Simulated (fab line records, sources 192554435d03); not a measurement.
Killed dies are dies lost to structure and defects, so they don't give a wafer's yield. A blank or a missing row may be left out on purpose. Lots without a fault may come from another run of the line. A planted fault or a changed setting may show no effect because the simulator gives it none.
fab line records | flow n5_finfet
record lots=4 wafers=12 last_day=16
route steps=1938 shown BEOL_M7@1326 BEOL_M8@1332 PASSIVATION@1936
lots that met no fault: from a run of the same line without faults
start_h: hours from the record's first day to the start of the lot's first wafer shown | wait_h: hours since the lot's step before | " the same as in the row above | L1.1+2: a row that stands for several wafers | - no value, or no start given | * or withheld: withheld | < > ~ a bound
route shown NAME@n: a module of which the file shows steps, and the number in the route of the first | usual: mean/standard deviation of fault-free wafers | same: alike in all rows | chamber/n: place in a boat | sites: the reading at each site | _std_site: their standard deviation | _edge_site: outer sites' mean less inner sites' | radius_mm: how far each site lies from the wafer's centre | mask NAME#n: copy n | behind: the tool/chamber that last shaped the wafer | hold: why the lot was held/for how many hours/how that ended | device: the transistor (n, p or np) that didn't switch | end of line: the same wafers' tests at the end of the route | a step without rows: its recipe alone | killed: dies lost to structure and defects at the first sort, not the wafer's yield | map: a wafer's dies, x killed, . not, _ none there
set.NAME: the setting as run; set.NAME@STEP: as run at that earlier step | model.NAME: the simulator's own value behind a step, which no gauge read
lots at some steps of the route; a table a step, a row a wafer
services: from which hour (start_h, from the record's first day; less than 0 if before it) a tool's chamber was out of use, for how many hours, and why
## steps
# step N5_BEOL_M7_CMP_52
# recipe stop_on=SiCOH_lowk t_overpolish_s=6.9 down_force_psi=1 platen_rpm=50 clearing_platen_down_force_psi=1.5 clearing_platen_rpm=50 post_cmp_clean=cu_alkaline target_thk_nm=80 clearing_platen_pad_velocity_m_s=0.99484 pad_velocity_m_s=0.99484
# step N5_BEOL_M7_PRE_CLEAN_55
# recipe gas=NH3 time_s=15 temp_c=withheld rf_power_w=300
# step N5_BEOL_M7_DEP_56
# recipe material=SiCN target_thk_a=100 temp_c=withheld precursor=3MS/NH3 pressure_torr=3 rf_w=202 time_s=17.5
# step N5_BEOL_M8_ILD_DEP_00
# recipe material=SiCOH_lowk target_thk_a=1797.5 temp_c=300 precursor=DEMS/porogen pressure_torr=5 rf_w=500 time_s=33.4
# step N5_BEOL_M8_CURE_74
# recipe temp_c=385 time_s=240 ambient=He/Ar material=SiCOH_lowk
# step N5_BEOL_M8_PECVD_70
# recipe material=SiO2 target_thk_a=200 temp_c=400 precursor=TEOS/O2 pressure_torr=5.5 rf_w=450 teos_flow_sccm=53.8 gas=O2 flow_sccm=3000 time_s=22.7
# step N5_BEOL_M8_HM_DEP_02
# recipe material=TiN target_thk_a=200 temp_c=25 chamber_pressure_pa=0.49996
# step N5_BEOL_M8_COAT_59
# recipe resist=SOC temp_c=250 time_s=60 spin_rpm=1500 resist_thk_nm=100
# step N5_BEOL_M8_COAT_60
# recipe resist=SiARC temp_c=220 time_s=60 spin_rpm=1500 resist_thk_nm=35
# usual resist_line_temp_C=22.99/0.11 spin_speed_rpm=1499.9/0.99
# columns lot.wafer tool chamber start_h wait_h resist_line_temp_C spin_speed_rpm model.SiARC_of_BEOL_M8_COAT_60.thk_nm
L314.1 litho_track-05 0 236.17 - 22.96 1500.1 35
L314.3 " 0 " " 22.91 1500.4 35
L314.4 " 0 " " 22.92 1498.4 35
L323.1 litho_track-05 0 289.81 - 23.13 1595.4 34
L323.3 " 0 " " 23.05 1596.7 33.8
L323.4 " 0 " " 23.07 1595.2 33.8
L321.2 litho_track-03 0 289.84 - 23.05 1501.2 35
L321.4 " 0 " " 23.15 1502.0 35
L321.6 " 0 " " 22.95 1502.0 35
L324.3 litho_track-05 0 304.72 - 22.95 1597.3 34
L324.4 " 0 " " 23.06 1596.5 34
L324.5 " 0 " " 23.20 1595.3 34
# step N5_BEOL_M8_COAT_05
# recipe resist=CAR-ArF spin_rpm=1500 resist_thk_nm=90
# step N5_BEOL_M8_EBR_07
# recipe solvent=PGMEA ebr_width_mm=1.5
# step N5_BEOL_M8_SOFTBAKE_06
# recipe temp_c=110 time_s=60 resist=CAR-ArF
# step N5_BEOL_M8_EXPOSE_08
# recipe mask_id=M8 na=1.35 source_shape=dipole sigma_inner=0.817 sigma_outer=0.97 polarization=te dose_mj=68.25
# step N5_BEOL_M8_PEB_09
# recipe peb_temp_c=withheld peb_time_s=60 resist=CAR-ArF
# step N5_BEOL_M8_DEVELOP_10
# recipe develop_time_s=30 developer=TMAH resist=CAR-ArF rinse_liquid=diw dry=air_spin dev_temp_c=23
# step N5_BEOL_M8_DESCUM_16
# recipe chemistry=O2 time_s=7.9 source_power_w=50 bias_power_w=20 pressure_mtorr=20 rf_frequency_hz=2.712e+07 temp_c=40 resist=CAR-ArF o2_flow_sccm=225
# step N5_BEOL_M8_ETCH_61
# recipe chemistry=CF4 target=SiARC target_depth_a=455 mask_material=CAR-ArF time_s=75.8 ion_energy_ev=80 pressure_mtorr=40 source_w=545 bias_w=36 Ar_flow_sccm=100 cf4_flow_sccm=100 ends=cleared
# usual drypump_motor_current_A=5.7/0.49 etch_rf_on_time_s=75.3/1.4 oes_product_au=0.65/0.059 rf_vpp_V=184.3/1 showerhead_plenum_p_Torr=2.16/0.04 throttle_valve_pct=15.72/0.27
# columns lot.wafer tool chamber start_h wait_h drypump_motor_current_A etch_rf_on_time_s oes_product_au rf_hours_counter_h rf_vpp_V showerhead_plenum_p_Torr throttle_valve_pct model.etch.depth_nm model.CAR-ArF_of_BEOL_M8_COAT_05.thk_nm
L314.1 rie_diel-05 1 237.08 0.0 6.2 76.0 0.69 106 185.7 2.16 15.73 34.96 50.8
L314.3 " 3 " " 5.4 76.5 0.68 113 186.2 2.24 15.43 35.03 51
L314.4 " 0 " " 5.5 72.5 0.66 140 184.9 2.15 15.92 34.95 50.8
L323.1 rie_diel-05 0 290.31 0.0 5.5 70.3 0.65 160 184.0 2.14 15.95 33.95 51.6
L323.3 " 3 " " 5.5 72.6 0.67 130 184.0 2.23 15.46 33.86 51.8
L323.4 " 2 " " 4.9 73.2 0.60 226 183.7 2.20 15.49 33.83 52
L321.2 rie_diel-02 1 290.34 0.0 6.3 74.1 0.82 7 182.9 2.10 15.04 35 51
L321.4 " 2 " " 5.1 77.5 0.59 223 184.4 2.13 16.13 35.01 50.8
L321.6 " 0 " " 6.5 75.0 0.70 - 185.1 2.23 15.63 35.06 51
L324.3 rie_diel-05 1 305.62 0.0 6.2 73.2 0.66 134 184.1 2.15 15.78 34.09 52.2
L324.4 " 0 " " 5.5 71.1 0.64 - 184.5 2.14 15.96 33.95 52.6
L324.5 " 1 " " 6.2 73.5 0.66 - 183.7 2.15 15.79 34.05 52.2
# step N5_BEOL_M8_ETCH_62
# recipe chemistry=N2/H2 target=SOC target_depth_a=1100 overetch_a=220 mask_material=SiARC temp_c=40 time_s=165 ion_energy_ev=200 pressure_mtorr=30 source_w=840 bias_w=150 n2_flow_sccm=200 h2_flow_sccm=200
# usual drypump_motor_current_A=5.7/0.49 oes_product_au=0.65/0.055 rf_vpp_V=524.5/1.7 showerhead_plenum_p_Torr=2.56/0.058 throttle_valve_pct=17.92/0.25
# columns lot.wafer tool chamber start_h wait_h drypump_motor_current_A oes_product_au rf_hours_counter_h rf_vpp_V showerhead_plenum_p_Torr throttle_valve_pct model.SiARC_of_BEOL_M8_COAT_60.thk_nm
L314.1 rie_diel-05 1 237.14 0.0 6.2 0.69 106 524.9 2.56 17.99 28.2
L314.3 " 3 " " 5.5 0.68 113 527.5 2.65 17.61 28.6
L314.4 " 0 " " 5.5 0.64 141 524.6 2.53 17.92 27.8
L323.1 rie_diel-05 0 290.37 0.0 5.5 0.62 160 523.4 2.53 17.97 27
L323.3 " 3 " " 5.5 0.66 130 527.1 2.65 17.65 27.4
L323.4 " 2 " " 4.9 0.60 226 525.3 2.62 17.71 27.2
L321.2 rie_diel-02 1 290.40 0.0 6.3 0.79 7 522.5 2.51 17.29 28.2
L321.4 " 2 " " 5.1 0.59 223 520.8 2.50 18.18 28.6
L321.6 " 0 " " 6.6 0.69 - 526.4 2.69 18.06 28.4
L324.3 rie_diel-05 1 305.68 0.0 6.2 0.66 134 523.8 2.55 18.03 27.2
L324.4 " 0 " " 5.5 0.62 - 524.6 2.52 17.98 26.8
L324.5 " 1 " " 6.2 0.66 - 524.3 2.55 18.05 27.2
# step N5_BEOL_M8_STRIP_68
# recipe chemistry=N2/H2 temp_c=40 n2_flow_sccm=200 h2_flow_sccm=200 rf_frequency_hz=6e+07
# step N5_PASSIVATION_PROBE_49
# usual defect_limited_yield=90.9/1.5 killed_at_M0_to_M3=36/9.9 killed_at_M4_up=13/4.5 killed_at_contacts=13/6.4 killed_at_front_end=42/12 killed_at_other=3.4/3 killed_dies=107/18 killed_open=69/13 killed_short=35/8.2 sort_bin_5_function=5.3/1.1 sort_bin_6_memory=3.4/0.69 sort_n_pass=1073/18 sort_yield_pct=90.9/1.5
# same gross_dies=1180 killed_at_back_side=0 sort_bin_4_leakage[%]=0 sort_bin_8_speed[%]=0
# columns lot.wafer tool chamber start_h wait_h defect_limited_yield[%] killed_at_M0_to_M3 killed_at_M4_up killed_at_contacts killed_at_front_end killed_at_other killed_dies killed_open killed_short sort_bin_5_function[%] sort_bin_6_memory[%] sort_n_pass sort_yield_pct[%]
L323.1 prober-01 - 354.01 0.0 88.4 40 14 23 58 2 137 102 34 7.6 3.9 1043 88.4
# killed by level:class
L323.1 FIN_SAQP:geometric_particle:open=29 MOL_CONTACT_COAG:geometric_particle:open=18 BEOL_M3:geometric_particle:open=10 BEOL_M0_SAQP:geometric_particle:short=9 BEOL_M1:geometric_particle:open=6 MOL_CONTACT_COAG:geometric_particle:short=5 BEOL_M0_SAQP:geometric_particle:open=5 BEOL_M4:geometric_particle:open=4
## services
# columns tool chamber start_h hours kind
rie_diel-02 2 226.34 13.2 repair
rie_diel-02 1 251.75 - clean
rie_diel-02 1 251.75 - consumable_replace:focus_ring
rie_diel-02 1 251.75 19.5 scheduled_down
rie_diel-02 1 251.75 19.5 vent_cycle
rie_diel-05 3 300.97 6.5 repair
litho_track-03 - 305.49 - consumable_replace:filter
## key
first_sign step=N5_BEOL_M8_COAT_60 reading=spin_speed_rpm direction=up sigmas=97 usual=* struck=*
effect none on later readings
model_effect step=N5_BEOL_M8_COAT_60 value=SiARC_of_BEOL_M8_COAT_60.thk_nm without=35.07 struck=33.93
model_effect step=N5_BEOL_M8_ETCH_61 value=etch.depth_nm without=35.03 struck=33.96
model_effect step=N5_BEOL_M8_ETCH_62 value=SiARC_of_BEOL_M8_COAT_60.thk_nm without=28.2 struck=27.13
met_at N5_BEOL_M8_COAT_60
struck_wafers L323.1,L323.3,L323.4,L324.3,L324.4,L324.5
onset_between 236.17 289.81
fault kind=process_parameter_drift tool=litho_track-05 chamber=- onset_h=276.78 steps=N5_BEOL_M8_COAT_60 channel=spin_rpm offset=* shape=step end_h=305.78 acts_in=* stated=*
